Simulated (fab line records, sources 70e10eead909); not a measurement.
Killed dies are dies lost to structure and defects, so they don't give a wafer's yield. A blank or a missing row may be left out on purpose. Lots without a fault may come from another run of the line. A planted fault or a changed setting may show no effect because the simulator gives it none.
fab line records | flow nand_harc
record lots=13 wafers=39 last_day=33
route steps=1302 shown A_CHANNEL_FILL_D1@500 A_ONON_D2@553 A_CHANNEL_HOLE_D2@570 END@1302
lots that met no fault: from a run of the same line without faults
start_h: hours from the record's first day to the start of the lot's first wafer shown | wait_h: hours since the lot's step before | " the same as in the row above | L1.1+2: a row that stands for several wafers | - no value, or no start given | * or withheld: withheld | < > ~ a bound
route shown NAME@n: a module of which the file shows steps, and the number in the route of the first | usual: mean/standard deviation of fault-free wafers | same: alike in all rows | chamber/n: place in a boat | sites: the reading at each site | _std_site: their standard deviation | _edge_site: outer sites' mean less inner sites' | radius_mm: how far each site lies from the wafer's centre | mask NAME#n: copy n | behind: the tool/chamber that last shaped the wafer | hold: why the lot was held/for how many hours/how that ended | device: the transistor (n, p or np) that didn't switch | end of line: the same wafers' tests at the end of the route | a step without rows: its recipe alone | killed: dies lost to structure and defects at the first sort, not the wafer's yield | map: a wafer's dies, x killed, . not, _ none there
set.NAME: the setting as run; set.NAME@STEP: as run at that earlier step | model.NAME: the simulator's own value behind a step, which no gauge read
steps of the route over a sample of lots; a table a step, a row a wafer
services: from which hour (start_h, from the record's first day; less than 0 if before it) a tool's chamber was out of use, for how many hours, and why
## steps
# step NHARC_A_CHANNEL_FILL_D1_ETCHBACK_20
# recipe target_depth_a=270 time_s=13.5 c4f8_flow_sccm=withheld o2_flow_sccm=8 ar_flow_sccm=withheld rf_w=600 bias_w=1500 chemistry=C4F8/O2/Ar
# usual bias_w=1499/3.9 oes_product_au=0.97/0.033 rf_vpp_V=977/5.9
# same time_s=13.5
# columns lot.wafer tool chamber start_h wait_h bias_w oes_product_au rf_hours_counter_h rf_vpp_V
L404.4 rie_diel-03 0 226.89 - 1504 0.93 4.4 977
L404.5 " 0 " " 1502 0.92 - 976
L404.6 " 1 " " 1504 0.92 - 971
L407.4 rie_diel-03 3 233.54 - 1490 0.92 4.8 971
L407.1 " 0 " " 1503 0.92 4.4 977
L407.5 " 3 " " 1502 0.94 - 971
L406.4 rie_diel-06 1 233.55 - 1504 1.01 4.7 984
L406.3 " 2 " " 1502 1.00 3.4 984
L406.5 " 0 " " 1500 1.00 - 976
L408.2 rie_diel-03 1 255.75 - 1501 0.93 5.9 970
L408.4 " 2 " " 1502 0.93 5.6 972
L408.3 " 0 " " 1504 0.91 6.2 977
L413.1 rie_diel-03 2 303.77 - 1498 0.97 0.1 972
L413.2 " 3 " " 1501 1.02 0.2 969
L413.6 " 2 " " 1494 0.99 - 972
L415.1 rie_diel-06 1 322.69 - 1503 1.01 0.0 984
L415.4 " 2 " " 1503 1.01 0.0 983
L415.6 " 0 " " 1493 0.99 - 976
L419.1 rie_diel-11 1 358.11 - 1499 0.99 5.4 987
L419.4 " 3 " " 1500 0.99 4.7 977
L419.5 " 1 " " 1500 0.99 - 987
L421.2 rie_diel-06 3 376.31 - 1496 0.99 3.3 970
L421.4 " 1 " " 1495 0.98 1.9 985
L421.6 " 3 " " 1501 0.98 - 971
L422.4 rie_diel-11 0 392.35 - 1502 0.99 6.5 975
L422.1 " 2 " " 1498 0.97 7.0 983
L422.6 " 3 " " 1500 0.98 - 976
L423.4 rie_diel-03 1 398.82 - 1502 0.93 6.2 972
L423.2 " 2 " " 1494 0.91 4.3 971
L423.1 " 3 " " 1500 0.94 6.5 970
L424.1 rie_diel-06 0 412.53 - 1496 0.99 5.4 974
L424.2 " 2 " " 1495 1.01 5.0 982
L424.5 " 0 " " 1489 0.99 - 975
L426.2 rie_diel-06 1 432.56 - 1497 1.00 5.5 984
L426.3 " 2 " " 1504 1.01 6.4 983
L426.5 " 1 " " 1502 1.01 - 984
L425.3 rie_diel-06 1 440.90 - 1494 0.94 5.9 985
L425.4 " 2 " " 1495 0.96 6.8 984
L425.2 " 3 " " 1506 0.96 5.0 971
# step NHARC_A_ONON_D2_DEP_12
# recipe target_thk_a=10000 n2_flow_sccm=2750 n2o_flow_sccm=2000 nh3_flow_sccm=500 sih4_flow_sccm=210 temp_c=400
# usual sih4_flow_sccm=210.0/0.61
# columns lot.wafer tool chamber start_h wait_h sih4_flow_sccm
L407.1 pecvd_onon-04 0 294.78 0.1 211.2
L407.4 " 0 " " 209.7
L407.5 " 0 " " 210.0
L404.4 pecvd_onon-01 0 295.14 0.2 210.0
L404.5 " 0 " " 209.7
L404.6 " 0 " " 209.1
L406.3 pecvd_onon-04 0 295.26 0.2 209.1
L406.4 " 0 " " 210.9
L406.5 " 0 " " 210.0
L408.2 pecvd_onon-01 0 321.14 0.1 209.1
L408.3 " 0 " " 210.5
L408.4 " 0 " " 210.5
L413.1 pecvd_onon-01 0 362.49 0.1 210.6
L413.2 " 0 " " 210.1
L413.6 " 0 " " 209.7
L415.1 pecvd_onon-01 0 386.86 0.1 210.0
L415.4 " 0 " " 209.7
L415.6 " 0 " " 210.6
L419.1 pecvd_onon-04 0 417.39 0.1 210.1
L419.4 " 0 " " 210.1
L419.5 " 0 " " 210.5
L421.2 pecvd_onon-04 0 437.72 0.1 210.5
L421.4 " 0 " " 209.8
L421.6 " 0 " " 209.8
L422.1 pecvd_onon-04 0 451.25 0.1 210.1
L422.4 " 0 " " 209.8
L422.6 " 0 " " 210.8
L423.1 pecvd_onon-02 0 464.64 0.1 210.3
L423.2 " 0 " " 210.8
L423.4 " 0 " " 211.5
L424.1 pecvd_onon-01 0 472.53 0.1 210.4
L424.2 " 0 " " 209.5
L424.5 " 0 " " 209.8
L426.2 pecvd_onon-01 0 493.63 0.1 211.0
L426.3 " 0 " " 211.6
L426.5 " 0 " " 210.5
L425.2 pecvd_onon-01 0 500.76 0.1 210.5
L425.3 " 0 " " 209.9
L425.4 " 0 " " 208.9
# step NHARC_A_ONON_D2_THK_MEAS_14
# recipe thk_meas_gauge=ellipsometry
# usual thk_nm=998/9.6
# columns lot.wafer tool chamber start_h wait_h thk_nm
L407.1 film_metro-02 - 295.29 - 1002
L407.4 " - " " 1002
L407.5 " - " " 1002
L404.4 film_metro-02 - 295.48 - 991
L404.5 " - " " 989
L404.6 " - " " 992
L406.3 film_metro-02 - 295.68 - 995
L406.4 " - " " 996
L406.5 " - " " 998
L408.2 film_metro-02 - 321.59 - 980
L408.3 " - " " 980
L408.4 " - " " 981
L413.1 film_metro-02 - 363.00 - 687
L413.2 " - " " 687
L413.6 " - " " 685
L415.1 film_metro-01 - 387.37 - 665
L415.4 " - " " 664
L415.6 " - " " 664
L419.1 film_metro-01 - 417.90 - 994
L419.4 " - " " 994
L419.5 " - " " 995
L421.2 film_metro-02 - 438.17 - 992
L421.4 " - " " 991
L421.6 " - " " 992
L422.1 film_metro-01 - 451.76 - 994
L422.4 " - " " 995
L422.6 " - " " 996
L423.1 film_metro-02 - 465.15 - 995
L423.2 " - " " 994
L423.4 " - " " 992
L424.1 film_metro-01 - 473.03 - 1016
L424.2 " - " " 1013
L424.5 " - " " 1017
L426.2 film_metro-02 - 494.08 - 1016
L426.3 " - " " 1015
L426.5 " - " " 1017
L425.2 film_metro-02 - 501.22 - 989
L425.3 " - " " 991
L425.4 " - " " 990
# step NHARC_A_ONON_D2_DEP_33
# recipe target_thk_a=2000 temp_c=400 pressure_torr=6.5 rf_w=900 teos_flow_sccm=161.4 flow_sccm=2650 target_thk_nm=200 gas=O2 material=SiO2
# usual heater_power_w=590/120 throttle_valve_pct=15.8/0.52
# columns lot.wafer tool chamber start_h wait_h heater_power_w throttle_valve_pct
L407.1 pecvd-04 0 305.37 0.1 738 15.2
L407.5 " 2 " " 480 16.1
L407.4 " 1 " " 671 15.7
L404.6 pecvd-01 1 305.44 0.2 620 16.5
L404.4 " 2 " " 843 16.3
L404.5 " 0 " " 530 16.2
L406.3 pecvd-04 0 305.67 0.1 800 15.4
L406.4 " 1 " " 736 15.8
L406.5 " 2 " " 472 15.8
L408.3 pecvd-01 2 333.10 0.1 646 16.0
L408.2 " 0 " " 543 15.6
L408.4 " 1 " " 590 15.8
L413.2 pecvd-01 2 370.96 0.1 817 16.2
L413.1 " 1 " " 601 15.8
L413.6 " 0 " " 592 15.7
L415.1 pecvd-04 1 399.99 0.1 691 15.7
L415.4 " 2 " " 473 16.2
L415.6 " 0 " " 772 15.5
L419.1 pecvd-04 1 427.19 0.5 600 15.6
L419.5 " 0 " " 782 15.8
L419.4 " 1 " " 620 16.2
L421.2 pecvd-03 1 447.85 0.1 369 14.8
L421.6 " 1 " " 372 14.7
L421.4 " 0 " " 441 16.1
L422.1 pecvd-03 2 461.43 0.1 631 16.2
L422.6 " 2 " " 617 16.8
L422.4 " 0 " " 497 16.2
L423.2 pecvd-03 1 475.24 0.1 429 14.4
L423.1 " 2 " " 625 16.6
L423.4 " 0 " " 434 16.2
L424.1 pecvd-04 0 482.75 0.1 730 15.1
L424.2 " 2 " " 473 15.8
L424.5 " 1 " " 550 15.4
L426.2 pecvd-03 2 504.15 0.1 608 16.4
L426.3 " 2 " " 620 16.5
L426.5 " 2 " " 629 16.4
L425.3 pecvd-04 0 510.70 0.1 749 15.2
L425.2 " 1 " " 614 15.2
L425.4 " 1 " " 645 14.9
# step NHARC_A_CHANNEL_HOLE_D2_DEP_00
# recipe target_thk_a=31000 temp_c=400 material=aC
# usual throttle_valve_pct=34.999/0.0093
# columns lot.wafer tool chamber start_h wait_h throttle_valve_pct
L407.1 acl_dep-01 0 308.02 2.2 35.003
L407.4 " 0 " " 34.996
L407.5 " 0 " " 35.012
L404.4 acl_dep-02 0 308.73 2.9 34.999
L404.5 " 0 " " 34.988
L404.6 " 0 " " 35.005
L406.3 acl_dep-01 0 312.44 6.3 34.995
L406.4 " 0 " " 35.012
L406.5 " 0 " " 34.994
L408.2 acl_dep-02 0 333.91 0.4 35.000
L408.3 " 0 " " 35.010
L408.4 " 0 " " 34.991
L419.1 acl_dep-03 0 432.08 4.4 35.014
L419.4 " 0 " " 34.993
L419.5 " 0 " " 34.999
L421.2 acl_dep-01 0 452.51 4.2 34.985
L421.4 " 0 " " 35.007
L421.6 " 0 " " 35.010
L422.1 acl_dep-02 0 461.97 0.1 34.997
L422.4 " 0 " " 34.999
L422.6 " 0 " " 34.999
L423.1 acl_dep-01 0 475.82 0.1 35.005
L423.2 " 0 " " 35.004
L423.4 " 0 " " 34.990
L424.1 acl_dep-01 0 485.93 2.7 34.990
L424.2 " 0 " " 35.001
L424.5 " 0 " " 34.994
L426.2 acl_dep-03 0 505.54 0.7 35.008
L426.3 " 0 " " 34.995
L426.5 " 0 " " 35.002
L425.2 acl_dep-02 0 512.25 1.1 34.999
L425.3 " 0 " " 34.984
L425.4 " 0 " " 34.995
# step NHARC_END_SORT_01
# recipe temp_c=25
# usual killed_at_array=52/16 killed_at_other=0.8/0.98 killed_at_periphery=4.2/2.9 killed_dies=57/16 killed_open=3.3/1.9 killed_short=2.5/1.5
# same gross_dies=677
# columns lot.wafer tool chamber start_h wait_h killed_at_array killed_at_other killed_at_periphery killed_dies killed_open killed_short
L413.1 prober-02 0 640.08 2.5 671 3 3 677 3 3
L413.2 prober-02 0 640.88 2.8 670 4 3 677 1 2
L413.6 prober-02 0 644.05 4.0 672 4 1 677 5 1
L415.1 prober-02 0 671.10 2.5 666 1 10 677 5 4
L415.4 prober-02 0 673.50 3.4 669 2 6 677 0 2
L415.6 prober-02 0 675.09 4.0 663 1 13 677 7 5
# killed by level:class
L413.1 A_ONON_D2:area_dep=610 A_CHANNEL_HOLE_D2:chamber_film_flake=22 A_CHANNEL_HOLE_D1:chamber_film_flake=20 A_CHANNEL_FILL_D1:chamber_film_flake=3 A_STAIRCASE:chamber_film_flake=3 A_CONTACT:chamber_film_flake=3 THIN_TSV:chamber_film_flake=3 A_WL_FILL:chamber_film_flake=2
L413.2 A_ONON_D2:area_dep=608 A_CHANNEL_HOLE_D1:chamber_film_flake=27 A_CHANNEL_HOLE_D2:chamber_film_flake=16 A_CHANNEL_FILL_D1:chamber_film_flake=4 A_WL_FILL:chamber_film_flake=4 THIN_TSV:chamber_film_flake=4 A_STAIRCASE:chamber_film_flake=3 P_ZERO_WELL:chamber_film_flake=2
L413.6 A_ONON_D2:area_dep=622 A_CHANNEL_HOLE_D1:chamber_film_flake=19 A_CHANNEL_HOLE_D2:chamber_film_flake=16 A_STAIRCASE:chamber_film_flake=4 A_CHANNEL_FILL_D1:chamber_film_flake=3 THIN_TSV:chamber_film_flake=3 A_CONTACT:chamber_film_flake=2 P_CONTACT:geometric_particle:open=1
L415.1 A_ONON_D2:area_dep=594 A_SLIT:chamber_film_flake=39 A_CHANNEL_HOLE_D2:chamber_film_flake=13 P_BONDPAD:chamber_film_flake=7 A_CONTACT:chamber_film_flake=4 A_CHANNEL_FILL_D1:geometric_particle:short=3 P_STI:chamber_film_flake=3 A_ONON_D2:geometric_particle:open=2
L415.4 A_ONON_D2:area_dep=615 A_SLIT:chamber_film_flake=20 A_CHANNEL_HOLE_D2:chamber_film_flake=20 P_STI:chamber_film_flake=5 A_CHANNEL_HOLE_D1:chamber_film_flake=4 A_CONTACT:chamber_film_flake=3 A_BLC:chamber_film_flake=2 THIN_TSV:chamber_film_flake=2
L415.6 A_ONON_D2:area_dep=604 A_SLIT:chamber_film_flake=34 P_STI:chamber_film_flake=8 A_CHANNEL_HOLE_D2:chamber_film_flake=8 A_SOURCE_PLATE:geometric_particle:open=2 A_STAIRCASE:chamber_film_flake=2 P_M0:geometric_particle:open=1 P_M1:geometric_particle:open=1
## services
# columns tool chamber start_h hours kind
acl_dep-02 - 232.30 0.3 repair
rie_diel-06 2 253.06 3.2 repair
rie_diel-03 0 265.73 15.7 repair
pecvd-04 - 269.00 13.0 pm
pecvd_onon-01 - 269.04 13.0 pm
acl_dep-01 - 274.11 1.0 repair
rie_diel-03 2 277.80 8.3 repair
rie_diel-03 - 281.30 9.0 pm
rie_diel-06 - 307.20 9.0 pm
pecvd-04 0 308.56 4.1 repair
pecvd_onon-04 - 311.32 13.0 pm
pecvd-04 - 332.02 0.9 repair
rie_diel-06 1 360.66 14.1 repair
rie_diel-03 - 367.39 1.5 repair
acl_dep-01 - 371.14 13.0 pm
rie_diel-06 3 387.75 16.6 repair
rie_diel-06 3 404.79 15.0 repair
rie_diel-03 0 448.87 6.7 repair
pecvd-04 - 450.00 13.0 pm
pecvd_onon-01 - 450.04 13.0 pm
rie_diel-03 - 458.30 9.0 pm
rie_diel-06 3 473.13 19.1 repair
rie_diel-06 - 484.20 9.0 pm
pecvd_onon-04 - 492.32 13.0 pm
## key
first_sign step=NHARC_A_ONON_D2_THK_MEAS_14 reading=thk_nm direction=down sigmas=34 usual=998 struck=675
effect step=NHARC_END_SORT_01 reading=killed_at_array direction=up sigmas=39 usual=52 struck=668
more_kills_born_at NHARC_A_ONON_D2_DEP_12@pecvd_onon-01=3653
met_at NHARC_A_ONON_D2_DEP_12
struck_lots L413,L415
struck_wafers L413.1,L413.2,L413.6,L415.1,L415.4,L415.6
later_rows_left_out L413.1,L413.2,L413.6,L415.1,L415.4,L415.6
tester_left_out L413,L415
not_acting_at NHARC_A_CHANNEL_FILL_D1_ETCHBACK_20,NHARC_A_ONON_D2_DEP_33,NHARC_A_CHANNEL_HOLE_D2_DEP_00
onset_between 321.14 362.49
fault kind=process_parameter_drift tool=pecvd_onon-01 chamber=0 onset_h=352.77 steps=NHARC_A_ONON_D2_DEP_12 channel=target_thk_a offset=* shape=step end_h=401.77 acts_in=* stated=*
# tester_left_out: of these lots the tester's yield and bins aren't shown, on N5 and GAA mostly nor the transistor test; their killed dies are dies lost to structure and defects alone, not to doping, threshold or leakage, so they don't give the yield
# later_rows_left_out: the simulator's readings of these wafers behind a module that went badly wrong aren't trusted and aren't shown, but for the sort
